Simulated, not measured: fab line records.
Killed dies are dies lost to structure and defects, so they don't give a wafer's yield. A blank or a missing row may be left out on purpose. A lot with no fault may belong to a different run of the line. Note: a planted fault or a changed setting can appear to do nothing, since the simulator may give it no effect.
A single fault, viewed from 2 desks ; flow n5 finfet ; what lay behind the numbers comes last; until then each desk has only its own

THE METROLOGY DESK
What the gauges read, lot by lot, whatever tool the lot ran on: means of the sampled wafers that have a number. The brackets show how far a lot's mean lies from the usual mean; more than 4 standard deviations puts the lot out of limits, marked OUT.
Columns: A = M11_THK at N5_BEOL_M11_THK_MEAS_53, usual 136.4 nm; B = V11_OVL at N5_BEOL_M12_OVL_MEAS_11, usual 2 nm
lot;first seen here;A;B
L853;day 16 05:30;135.6;-9
L855;day 17 13:07;137.3;7
L857;day 18 11:18;135.8;-1
L858;day 18 20:19;140.9;-2
L862;day 18 20:36;138.6;8
L861;day 20 08:42;140.3;-5
L860;day 20 12:10;136.5;6
L865;day 20 20:17;133.9;10
L868;day 20 21:40;134.4;1
L873;day 21 22:44;133.7;-0
L872;day 22 17:53;135.6;-3
L875;day 23 03:34;137.1;-0
Finding of this desk: none of the 12 lots has anything out of limits.

THE TOOL OWNER'S DESK: litho track-01
The tool's own readings at N5_BEOL_M12_COAT_22 (resist thk 300 nm): means of the sampled wafers that have a number, for each lot that ran on this tool. The brackets show how far a lot's mean lies from the usual mean; more than 4 standard deviations puts the lot out of limits, marked OUT.
Columns: A = spin speed rpm at N5_BEOL_M12_COAT_22, usual 2887.6 rpm
lot;first seen here;A
L857;day 18 12:41;2888.7
L858;day 18 21:35;2888.0
L862;day 18 21:51;2886.8
L865;day 20 21:40;2886.1
L868;day 20 23:08;2887.3
L873;day 22 00:40;2693.9 (-97) OUT
L872;day 22 19:18;2694.5 (-97) OUT
Finding of this desk: L872, L873 out of limits; the first was L873 at day 22 00:40, on spin speed rpm at N5_BEOL_M12_COAT_22. L857, L858, L862, L865, L868: within limits.

PUT TOGETHER
On L872, L873, at day 22 00:40, an alarm was possible from the tool owner's desk.
At the metrology desk, nothing out of limits was observed.
The metrology desk holds a record of L872, L873, inside its limits.
The lots listed all ran N5_BEOL_M12_COAT_22 on litho track-01.

WHAT HAD BEEN PUT IN BY THE SIMULATOR
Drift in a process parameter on litho track-01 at N5_BEOL_M12_COAT_22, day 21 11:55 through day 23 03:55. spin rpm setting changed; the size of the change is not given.
Lots struck among those shown: L872, L873.
Each desk's first reading out of limits, in hours after the fault started: the tool owner's desk, 13.
